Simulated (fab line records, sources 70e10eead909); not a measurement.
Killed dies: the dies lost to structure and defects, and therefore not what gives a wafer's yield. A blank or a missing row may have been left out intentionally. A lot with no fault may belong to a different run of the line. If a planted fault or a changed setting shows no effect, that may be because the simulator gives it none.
8D (eight disciplines) problem report, filled in by code	flow nand_harc	the parts of the form that need people (team, actions taken, sign-off) are left out

== 1. THE PROBLEM ==
At NHARC_A_WL_FILL_ETCHBACK_04, run_length_s averages 125.3 s over 6 wafers from 2 lots, while fault-free wafers read 141.4 s, standard deviation 0.39. That is -41 standard deviations from the usual mean.
The step: etches the open film in NF3, target depth 60 nm, time 120 s.
The first sign was on wafer L451.1 at day 25 03:17, on rie_metal-03. The record holds 39 wafers of 13 lots with a number at this step. Rule for "out" (also "out of limits"): further than 4 standard deviations from the usual mean. The other wafers with a number count as sound.

== 2. WHAT IT IS, WHAT IT ISN'T ==
question	is	is not
which readings at this step	run_length_s	drypump_motor_current_A, oes_product_au
which lots	L451, L454	L439, L441, L442, L443, L444, L445, L447, L448, L460, L461, L462
which wafers of those lots	all that have a number	-
read on which tools	rie_metal-03	rie_metal-01, rie_metal-02
when	from day 25 03:17	up to then (24 sound wafers); but 9 sound wafers of L460, L461, L462 came after

== 3. THE SUSPECTS, EACH WITH WHAT RULES IT OUT ==
Counting: a tool stays on the suspect list if, at a process step up to the reading, it processed all lots that are out and no sound lot following the first of them.
- rie_metal-03 at NHARC_A_WL_FILL_ETCHBACK_04 (etches the open film in NF3, target depth 60 nm, time 120 s): kept. It ran every lot that is out, first L451 (day 25 03:17), and no sound lot after that; its last sound lot up to then is L447 (day 23 15:58). On those wafers its own readings are out: run_length_s.
Left after counting: rie_metal-03 at NHARC_A_WL_FILL_ETCHBACK_04.

== 4. THE CAUSE (what the simulator had put in) ==
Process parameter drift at NHARC_A_WL_FILL_ETCHBACK_04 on rie_metal-03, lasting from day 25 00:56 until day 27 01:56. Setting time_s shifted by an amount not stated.
Counting left only this tool.

== 5. THE CHAIN OF EFFECTS, in route order ==
Each row: a reading where the mean over the struck wafers with a number is more than 3 standard deviations away from the usual. Scope: only readings with a usual standard deviation given in the record; hours: median across lots of the time from each lot's start at the first step in this table that gives one to its start at this step; sigmas: change in usual standard deviations.
hours	step	reading	usual	on struck wafers	change	sigmas
0	NHARC_A_WL_FILL_ETCHBACK_04	run_length_s	141.4 s	125.3	-16.1	-41
The process steps in it:
- NHARC_A_WL_FILL_ETCHBACK_04: etches the open film in NF3, target depth 60 nm, time 120 s.

== 6. HOW IT WOULD HAVE BEEN CAUGHT EARLIER ==
2 hours passed between the start of the fault at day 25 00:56 and the first reading out of limits in this record, taken at day 25 03:17.
